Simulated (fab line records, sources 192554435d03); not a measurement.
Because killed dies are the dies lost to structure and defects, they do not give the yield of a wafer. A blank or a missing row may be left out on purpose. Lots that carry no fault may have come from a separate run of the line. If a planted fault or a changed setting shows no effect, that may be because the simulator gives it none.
Matching of chambers || flow n5-finfet || N5_STI_FIN_REVEAL_CMP_04 on cmp-02 has 4 sister chambers
The step polishes, stops on Si3N4, t overpolish 4 s, target thk 131.83 nm. 4 wafers are shown with their chamber, then 7 later ones without.

## WAFERS WITH THEIR CHAMBER
{"wafer": "L088.3", "chamber": 2, "motor-current-A (A)": 6.8}
{"wafer": "L091.2", "chamber": 0, "motor-current-A (A)": 7.7}
{"wafer": "L093.3", "chamber": 1, "motor-current-A (A)": 8.5}
{"wafer": "L093.4", "chamber": 3, "motor-current-A (A)": 8.6}

## WAFERS MISSING THEIR CHAMBER
{"wafer": "L093.6", "motor-current-A (A)": 6.9}
{"wafer": "L095.2", "motor-current-A (A)": 8.8}
{"wafer": "L095.3", "motor-current-A (A)": 6.5}
{"wafer": "L095.4", "motor-current-A (A)": 7.0}
{"wafer": "L097.3", "motor-current-A (A)": 6.2}
{"wafer": "L097.5", "motor-current-A (A)": 8.2}
{"wafer": "L097.6", "motor-current-A (A)": 7.5}

## THE CHAMBER EACH PASSED THROUGH
{"wafer": "L093.6", "from the rows above": 2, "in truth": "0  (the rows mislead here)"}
{"wafer": "L095.2", "from the rows above": "can't be placed: 3 or 1", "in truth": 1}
{"wafer": "L095.3", "from the rows above": 2, "in truth": 2}
{"wafer": "L095.4", "from the rows above": "can't be placed: 2 or 0", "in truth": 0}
{"wafer": "L097.3", "from the rows above": 2, "in truth": 2}
{"wafer": "L097.5", "from the rows above": "can't be placed: 1 or 3 or 0", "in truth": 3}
{"wafer": "L097.6", "from the rows above": "can't be placed: 0 or 2", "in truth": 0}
Correctly placed: 2 of 7. These rows do not allow placing 4 (true chamber among the candidates in 4). Placed wrongly: 1.
How it was worked out, from the rows above alone: a wafer's distance from a chamber is the root of the sum, over the readings, of the square of ((its reading less the chamber's mean) divided by the reading's scatter). The wafer belongs to the nearest chamber; if the next one is less than 2 further off, it can't be placed. For every chamber, the mean is computed from those of its wafers that are shown. The scatter: with one shown wafer a chamber, the root of the mean of the squares of how far each hidden wafer lies from its nearest shown one.
